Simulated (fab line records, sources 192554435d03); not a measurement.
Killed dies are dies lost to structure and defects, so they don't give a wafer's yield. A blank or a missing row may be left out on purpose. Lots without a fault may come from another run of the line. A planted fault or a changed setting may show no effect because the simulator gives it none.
Tool commonality check | flow n5_finfet | 9 lots, 25 wafers sampled

WHY IT WAS OPENED
At N5_BEOL_M15_RS_MEAS_54 the reading M15_RS is flagged on 2 of 9 lots. Wafers without a fault read 0.0214 ohm/sq, standard deviation 0.00043.
Rule: a lot is flagged when every wafer of it that has a number lies more than 4 standard deviations from that mean, or none has a number. The other lots count as sound.

lot  | measured     | on            | M15_RS (ohm/sq), wafer by wafer | flag
L574 | day 11 08:46 | film_metro-02 | 0.0213 0.0215 0.0211            |
L575 | day 11 09:15 | film_metro-02 | 0.0210 0.0215 0.0220            |
L578 | day 12 04:47 | film_metro-02 | 0.0213 0.0213 0.0212            |
L581 | day 13 09:46 | film_metro-02 | 32.547 31.911 32.453            | FLAGGED
L584 | day 13 22:02 | film_metro-02 | 32.675 31.325 32.712            | FLAGGED
L586 | day 14 01:25 | film_metro-02 | 0.0215 0.0216                   |
L587 | day 14 12:21 | film_metro-02 | 0.0218 0.0222 0.0212            |
L589 | day 14 17:43 | film_metro-01 | 0.0214 0.0222 0.0224            |
L592 | day 16 02:54 | film_metro-01 | 0.0217 0.0211                   |
The numbers of the flagged lots are 32.2705 ohm/sq on average: +32.2491 ohm/sq against the usual, or +99 or more standard deviations.

WHICH TOOL RAN EACH LOT
The record holds 3 process steps before the reading, out of a route of 1938 steps. In each cell: the tool, then ch and the chambers that the sampled wafers went through, then the start.
lot  | flag    | N5_BEOL_M15_TRENCH_ETCH_34         | N5_BEOL_M15_DEGAS_41         | N5_BEOL_M15_SPUTTER_45
L574 |         | rie_diel-03 ch 0,1,3, day 11 05:32 | pvd_sputter-03, day 11 07:16 | pvd_sputter-03, day 11 07:31
L575 |         | rie_diel-05 ch 0,1,3, day 11 07:10 | pvd_sputter-03, day 11 07:44 | pvd_sputter-03, day 11 07:59
L578 |         | rie_diel-03 ch 0,2, day 12 02:01   | pvd_sputter-02, day 12 03:28 | pvd_sputter-02, day 12 03:43
L581 | FLAGGED | rie_diel-03 ch 1,3, day 13 07:49   | pvd_sputter-01, day 13 08:27 | pvd_sputter-01, day 13 08:41
L584 | FLAGGED | rie_diel-05 ch 0,1,2, day 13 18:13 | pvd_sputter-01, day 13 20:43 | pvd_sputter-01, day 13 20:57
L586 |         | rie_diel-03 ch 2,3, day 13 20:07   | pvd_sputter-03, day 14 00:05 | pvd_sputter-03, day 14 00:20
L587 |         | rie_diel-06 ch 0,1,3, day 14 09:43 | pvd_sputter-03, day 14 11:02 | pvd_sputter-03, day 14 11:16
L589 |         | rie_diel-06 ch 0,1,3, day 14 13:20 | pvd_sputter-01, day 14 16:15 | pvd_sputter-01, day 14 16:29
L592 |         | rie_diel-03 ch 1,3, day 15 22:08   | pvd_sputter-01, day 16 01:10 | pvd_sputter-01, day 16 01:25
What these steps do:
- N5_BEOL_M15_TRENCH_ETCH_34: etches SiO2 in C4F8/O2/Ar, target depth 872.93 nm, time 199 s.
- N5_BEOL_M15_DEGAS_41: time 60 s.
- N5_BEOL_M15_SPUTTER_45: material Cu, target thk 100 nm, time 16.67 s.
- N5_BEOL_M15_RS_MEAS_54: measures by four-point-probe.

FLAGGED OVER TOTAL, TOOL BY TOOL (the gauges that took the reading come last)
step                       | tool           | lots run | flagged | share of the flagged lots | sound lots run after its first flagged lot
N5_BEOL_M15_TRENCH_ETCH_34 | rie_diel-03    | 5        | 1       | some                      | 2 (L586,L592)
N5_BEOL_M15_TRENCH_ETCH_34 | rie_diel-05    | 2        | 1       | some                      | 0
N5_BEOL_M15_TRENCH_ETCH_34 | rie_diel-06    | 2        | 0       | none                      | -
N5_BEOL_M15_DEGAS_41       | pvd_sputter-01 | 4        | 2       | all                       | 2 (L589,L592)
N5_BEOL_M15_DEGAS_41       | pvd_sputter-02 | 1        | 0       | none                      | -
N5_BEOL_M15_DEGAS_41       | pvd_sputter-03 | 4        | 0       | none                      | -
N5_BEOL_M15_SPUTTER_45     | pvd_sputter-01 | 4        | 2       | all                       | 2 (L589,L592)
N5_BEOL_M15_SPUTTER_45     | pvd_sputter-02 | 1        | 0       | none                      | -
N5_BEOL_M15_SPUTTER_45     | pvd_sputter-03 | 4        | 0       | none                      | -
N5_BEOL_M15_RS_MEAS_54     | film_metro-01  | 2        | 0       | none                      | -
N5_BEOL_M15_RS_MEAS_54     | film_metro-02  | 7        | 2       | all                       | 2 (L586,L587)

WHAT THE TABLE ALLOWS
3 rows of the table ran every flagged lot: pvd_sputter-01 at N5_BEOL_M15_DEGAS_41, pvd_sputter-01 at N5_BEOL_M15_SPUTTER_45, film_metro-02 at N5_BEOL_M15_RS_MEAS_54.
- pvd_sputter-01 at N5_BEOL_M15_DEGAS_41: 2 of its 4 lots flagged. Sound lots ran on it after the first flagged one (L589, L592), which a lasting fault on the whole tool wouldn't allow.
- pvd_sputter-01 at N5_BEOL_M15_SPUTTER_45: 2 of its 4 lots flagged. Sound lots ran on it after the first flagged one (L589, L592), which a lasting fault on the whole tool wouldn't allow. On the flagged lots its readings are blank where sound lots have values: bias_v, cathode_dc_power_W, chuck_sensor_temp_C, throttle_valve_pct.
- film_metro-02 at N5_BEOL_M15_RS_MEAS_54: 2 of its 7 lots flagged. Sound lots ran on it after the first flagged one (L586, L587), which a lasting fault on the whole tool wouldn't allow.
No row of the table ran every flagged lot and no sound lot after the first.

WHAT THE SIMULATOR HAD PUT IN
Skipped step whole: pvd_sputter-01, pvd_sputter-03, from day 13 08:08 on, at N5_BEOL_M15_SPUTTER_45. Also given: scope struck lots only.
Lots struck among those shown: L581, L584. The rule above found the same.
